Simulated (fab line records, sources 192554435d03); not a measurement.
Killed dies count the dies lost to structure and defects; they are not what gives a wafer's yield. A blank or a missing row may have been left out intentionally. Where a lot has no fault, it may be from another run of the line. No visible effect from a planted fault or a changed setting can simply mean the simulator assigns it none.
Chamber matching | flow n5Finfet | N5_BEOL_M14_STRIP_37 on rieDiel-06 has 4 sister chambers
The step strips in O2. 8 wafers are shown with their chamber, then 11 later ones without.

## WAFERS WITH THEIR CHAMBER
wafer  | chamber | drypumpMotorCurrentA (A) | showerheadPlenumPTorr (Torr)
L081.5 | 1       | 4.8                      | 2.04
L080.4 | 1       | 4.8                      | 2.03
L085.3 | 2       | 5.1                      | 2.21
L085.6 | 3       | 5.8                      | 2.10
L089.4 | 0       | 6.2                      | 2.04
L089.5 | 3       | 5.9                      | 2.09
L089.6 | 0       | 6.2                      | 2.04
L091.2 | 2       | 5.1                      | 2.21

## WAFERS WHOSE CHAMBER IS MISSING
wafer  | drypumpMotorCurrentA (A) | showerheadPlenumPTorr (Torr)
L091.3 | 5.9                      | 2.09
L091.4 | 5.1                      | 2.21
L092.1 | 5.9                      | 2.09
L092.2 | 4.8                      | 2.03
L092.3 | 6.2                      | 2.03
L092.4 | 5.1                      | 2.20
L092.5 | 4.8                      | 2.03
L092.6 | 6.3                      | 2.03
L095.1 | 4.8                      | 2.03
L095.3 | 5.9                      | 2.09
L095.4 | 5.1                      | 2.20

## WHICH CHAMBER EACH ONE RAN IN
wafer  | from the rows above | in truth
L091.3 | 3                   | 3
L091.4 | 2                   | 2
L092.1 | 3                   | 3
L092.2 | 1                   | 1
L092.3 | 0                   | 0
L092.4 | 2                   | 2
L092.5 | 1                   | 1
L092.6 | 0                   | 0
L095.1 | 1                   | 1
L095.3 | 3                   | 3
L095.4 | 2                   | 2
Correct placement for 11 of the 11. Number that these rows cannot place: 0. 0 placed wrongly.
How it was worked out, from the rows above alone: a wafer's distance from a chamber is the root of the sum, over the readings, of the square of ((its reading less the chamber's mean) divided by the reading's scatter). If the next closest chamber is less than 2 further off than the closest, the wafer can't be placed; otherwise it belongs to the closest. A chamber's mean is the mean of its shown wafers. How the scatter is found: for the shown wafers, subtract from each reading the mean of its chamber, square and add these, divide the total by (wafers less chambers), then take the root.
